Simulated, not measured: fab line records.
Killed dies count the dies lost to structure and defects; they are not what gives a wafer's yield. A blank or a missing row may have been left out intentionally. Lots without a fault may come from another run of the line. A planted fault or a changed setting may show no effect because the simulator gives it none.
Split-lot study / flow n5 finfet / 21 wafers read across 7 lots, on a route 1938 steps long

THE SPLIT
At N5_MOL_CONTACT_COAG_COAT_76 (time 60 s, resist thk 10 nm), the setting spin rpm was moved away from the recipe's 1500 rpm on 8 of the 21 wafers read, by -11.1% to +7.1%. This setting was run at the recipe's value on the other wafers.

FROM THE SPLIT TO THE READING: what the file shows between them, 4 steps
- N5_MOL_CONTACT_COAG_COAT_77: time 60 s, resist thk 10 nm
- N5_MOL_CONTACT_COAG_COAT_78: resist thk 40 nm
- N5_MOL_CONTACT_COAG_DESCUM_88: chemistry O2, time 7 s
- N5_MOL_CONTACT_COAG_ETCH_89: etches underlayer in N2/H2, target depth 13 nm, time 10.4 s

THE READING
etch.depth nm (the simulator's own value, which no gauge read), in nm, at N5_MOL_CONTACT_COAG_ETCH_90 (etches SiARC in CF4, target depth 13 nm, time 21.7 s). The file gives no usual value for it. Across the 13 wafers here that went through the recipe, the average is 9.992 nm and the standard deviation 0.037 nm.

wafer=L077.1; tool, chamber at the split=litho track-02, 0; spin rpm as run, rpm=1500; against the recipe=recipe; etch.depth nm, nm=10.03; against lot-mates on the recipe=-
wafer=L077.5; tool, chamber at the split=litho track-02, 0; spin rpm as run, rpm=1500; against the recipe=recipe; etch.depth nm, nm=10.03; against lot-mates on the recipe=-
wafer=L077.2; tool, chamber at the split=litho track-02, 0; spin rpm as run, rpm=1333; against the recipe=-11.1%; etch.depth nm, nm=10.66; against lot-mates on the recipe=+0.630
wafer=L078.1; tool, chamber at the split=litho track-05, 0; spin rpm as run, rpm=1606; against the recipe=+7.1%; etch.depth nm, nm=9.659; against lot-mates on the recipe=-0.316
wafer=L078.4; tool, chamber at the split=litho track-05, 0; spin rpm as run, rpm=1500; against the recipe=recipe; etch.depth nm, nm=9.995; against lot-mates on the recipe=-
wafer=L078.6; tool, chamber at the split=litho track-05, 0; spin rpm as run, rpm=1500; against the recipe=recipe; etch.depth nm, nm=9.956; against lot-mates on the recipe=-
wafer=L086.2; tool, chamber at the split=litho track-05, 0; spin rpm as run, rpm=1500; against the recipe=recipe; etch.depth nm, nm=10.03; against lot-mates on the recipe=-
wafer=L086.4; tool, chamber at the split=litho track-05, 0; spin rpm as run, rpm=1500; against the recipe=recipe; etch.depth nm, nm=10.05; against lot-mates on the recipe=-
wafer=L086.5; tool, chamber at the split=litho track-05, 0; spin rpm as run, rpm=1500; against the recipe=recipe; etch.depth nm, nm=10.01; against lot-mates on the recipe=-
wafer=L087.2; tool, chamber at the split=litho track-02, 0; spin rpm as run, rpm=1399; against the recipe=-6.7%; etch.depth nm, nm=10.34; against lot-mates on the recipe=+0.391
wafer=L087.3; tool, chamber at the split=litho track-02, 0; spin rpm as run, rpm=1399; against the recipe=-6.7%; etch.depth nm, nm=10.34; against lot-mates on the recipe=+0.391
wafer=L087.5; tool, chamber at the split=litho track-02, 0; spin rpm as run, rpm=1500; against the recipe=recipe; etch.depth nm, nm=9.949; against lot-mates on the recipe=-
wafer=L093.1; tool, chamber at the split=litho track-02, 0; spin rpm as run, rpm=1500; against the recipe=recipe; etch.depth nm, nm=10.01; against lot-mates on the recipe=-
wafer=L093.2; tool, chamber at the split=litho track-02, 0; spin rpm as run, rpm=1500; against the recipe=recipe; etch.depth nm, nm=9.944; against lot-mates on the recipe=-
wafer=L093.6; tool, chamber at the split=litho track-02, 0; spin rpm as run, rpm=1500; against the recipe=recipe; etch.depth nm, nm=9.932; against lot-mates on the recipe=-
wafer=L094.3; tool, chamber at the split=litho track-02, 0; spin rpm as run, rpm=1554; against the recipe=+3.6%; etch.depth nm, nm=9.808; against lot-mates on the recipe=-0.157
wafer=L094.4; tool, chamber at the split=litho track-02, 0; spin rpm as run, rpm=1500; against the recipe=recipe; etch.depth nm, nm=9.965; against lot-mates on the recipe=-
wafer=L094.5; tool, chamber at the split=litho track-02, 0; spin rpm as run, rpm=1554; against the recipe=+3.6%; etch.depth nm, nm=9.817; against lot-mates on the recipe=-0.148
wafer=L097.3; tool, chamber at the split=litho track-03, 0; spin rpm as run, rpm=1500; against the recipe=recipe; etch.depth nm, nm=10; against lot-mates on the recipe=-
wafer=L097.4; tool, chamber at the split=litho track-03, 0; spin rpm as run, rpm=1592; against the recipe=+6.1%; etch.depth nm, nm=9.732; against lot-mates on the recipe=-0.268
wafer=L097.6; tool, chamber at the split=litho track-03, 0; spin rpm as run, rpm=1592; against the recipe=+6.1%; etch.depth nm, nm=9.689; against lot-mates on the recipe=-0.311

THE FIT
A straight line over all 21 wafers: etch.depth nm changes by -0.0526 nm for each +1% of spin rpm; r = -0.99; the points scatter about the line by 0.039 nm.
The same after taking each lot's own level away (the mean of its wafers on the recipe; 21 wafers): -0.0525 nm for each +1%; r = -0.99; scatter 0.027 nm.
The reading moves by 0.58 nm for the largest change in spin rpm, on that fit.
The lots' own levels span 9.9490 to 10.0300 nm, that is 2.2 times the standard deviation above.
The two slopes agree, so the slope changes little with the lot-to-lot level.
Check: +0.579 nm against its lot-mates is what the line predicts for one of the wafers moved furthest among these (-11.1%) when that wafer is left out of the fit. It came out at +0.63 nm against them.

OTHER SPLITS APPLIED TO THESE WAFERS
These wafers also went through other splits before the reading. Each is held against what the fit with the lots' levels taken away leaves over:
other split on the same wafers=N5_GATE_CUT_COAT_35 spin rpm; wafers away from the commonest value=11; r with etch.depth nm (lot level and that fit taken away)=-0.17

THE WHOLE CHAIN: every reading that the file lists as answering this split, in the file's order
step=N5_MOL_CONTACT_COAG_COAT_76; what it does=time 60 s, resist thk 10 nm; reading=SiARC_of_MOL_CONTACT_COAG_COAT_76.thk nm (the simulator's own value, which no gauge read); change (the file's fit)=-0.0547 nm for each +1% of the setting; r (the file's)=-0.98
step=N5_MOL_CONTACT_COAG_ETCH_90; what it does=etches SiARC in CF4, target depth 13 nm, time 21.7 s; reading=etch.depth nm (the simulator's own value, which no gauge read); change (the file's fit)=-0.0528 nm for each +1% of the setting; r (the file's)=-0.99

FILE'S OWN FIT
etch.depth nm changes by -0.0528 nm for each +1% of spin rpm, r = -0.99.
